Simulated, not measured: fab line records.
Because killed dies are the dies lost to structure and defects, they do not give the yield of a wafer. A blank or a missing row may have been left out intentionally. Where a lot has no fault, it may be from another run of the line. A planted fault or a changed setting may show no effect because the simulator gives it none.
Matching of chambers    flow nand-harc    4 sister chambers for NHARC_A_STAIRCASE_CMP_450 on cmp-02
The step polishes SiO2, target thk 200 nm. 20 wafers are shown with their chamber, then 10 later ones without.

## WAFERS WITH THEIR CHAMBER
wafer   chamber  motor-current-A (A)
L075.1  3        12.7
L075.2  2        10.6
L075.5  2        11.8
L083.2  3        13.1
L083.3  2        10.9
L083.5  1        12.4
L087.2  3        12.7
L087.3  0        11.8
L087.5  0        12.1
L089.2  1        12.3
L089.3  2        11.5
L089.4  3        12.8
L090.1  2        11.1
L090.2  1        12.5
L090.6  3        12.8
L090.3  3        11.8
L090.4  0        12.0
L090.5  2        11.6
L091.2  0        11.5
L091.5  0        11.9

SIGNATURES (averages over the wafers above)
reading          chamber 0  chamber 1  chamber 2  chamber 3  scatter within a chamber
motor-current-A  11.860     12.400     11.250     12.650     0.376
Rule: a wafer lies at a distance from a chamber equal to the root of the sum of squares, over the readings, of (its reading less the chamber's mean, divided by the reading's scatter). The wafer belongs to the nearest chamber; if the next one is less than 2 further off, it can't be placed. How the scatter is found: for the shown wafers, subtract from each reading the mean of its chamber, square and add these, divide the total by (wafers less chambers), then take the root.

## WAFERS WITH NO CHAMBER GIVEN
wafer   motor-current-A (A)
L091.6  12.5
L094.2  10.9
L094.3  12.3
L094.5  11.7
L094.1  12.5
L094.4  13.0
L094.6  13.1
L096.1  10.6
L096.3  12.4
L096.5  10.8

## WHICH CHAMBER EACH WENT THROUGH
wafer   from the rows above           in truth
L091.6  can't be placed: 1 or 3 or 0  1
L094.2  can't be placed: 2 or 0       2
L094.3  can't be placed: 1 or 3 or 0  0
L094.5  can't be placed: 0 or 2 or 1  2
L094.1  can't be placed: 1 or 3 or 0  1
L094.4  can't be placed: 3 or 1       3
L094.6  can't be placed: 3 or 1       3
L096.1  can't be placed: 2 or 0       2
L096.3  can't be placed: 1 or 3 or 0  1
L096.5  can't be placed: 2 or 0       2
0 of 10 placed correctly. Can't be placed from these rows: 10 (the true chamber is among the candidates in 10). Placed wrongly: 0.
